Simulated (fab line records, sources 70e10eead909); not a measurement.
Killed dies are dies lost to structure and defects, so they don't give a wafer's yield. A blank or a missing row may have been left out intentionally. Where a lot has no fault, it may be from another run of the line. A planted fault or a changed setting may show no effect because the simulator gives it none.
Matching of chambers / flow nand_harc / NHARC_P_ZERO_WELL_DESCUM_54 on rie_diel-06: 4 sister chambers
The step chemistry O2, time 3 s. 4 wafers are shown with their chamber, then 7 later ones without.

== WAFERS PAIRED WITH THEIR CHAMBERS ==
wafer=L779.1; chamber=0; showerhead_plenum_p_Torr (Torr)=1.91
wafer=L779.3; chamber=2; showerhead_plenum_p_Torr (Torr)=1.96
wafer=L780.4; chamber=1; showerhead_plenum_p_Torr (Torr)=2.00
wafer=L780.5; chamber=3; showerhead_plenum_p_Torr (Torr)=1.87

== WAFERS WITHOUT THEIR CHAMBER ==
wafer=L780.6; showerhead_plenum_p_Torr (Torr)=1.91
wafer=L782.4; showerhead_plenum_p_Torr (Torr)=1.96
wafer=L782.5; showerhead_plenum_p_Torr (Torr)=1.96
wafer=L782.6; showerhead_plenum_p_Torr (Torr)=1.86
wafer=L785.2; showerhead_plenum_p_Torr (Torr)=1.91
wafer=L785.3; showerhead_plenum_p_Torr (Torr)=1.86
wafer=L785.4; showerhead_plenum_p_Torr (Torr)=1.96

== EACH ONE'S CHAMBER ==
wafer=L780.6; from the rows above=0; in truth=0
wafer=L782.4; from the rows above=2; in truth=2
wafer=L782.5; from the rows above=2; in truth=2
wafer=L782.6; from the rows above=3; in truth=3
wafer=L785.2; from the rows above=0; in truth=0
wafer=L785.3; from the rows above=3; in truth=3
wafer=L785.4; from the rows above=2; in truth=2
Correct placement for 7 of the 7. Can't be placed from these rows: 0. Wrongly placed: 0.
How it was worked out, from the rows above alone: a wafer's distance from a chamber is the root of the sum, over the readings, of the square of ((its reading less the chamber's mean) divided by the reading's scatter). The wafer belongs to the nearest chamber; if the next one is less than 2 further off, it can't be placed. A chamber's mean is the mean of its shown wafers. The scatter: with one shown wafer a chamber, the root of the mean of the squares of how far each hidden wafer lies from its nearest shown one.
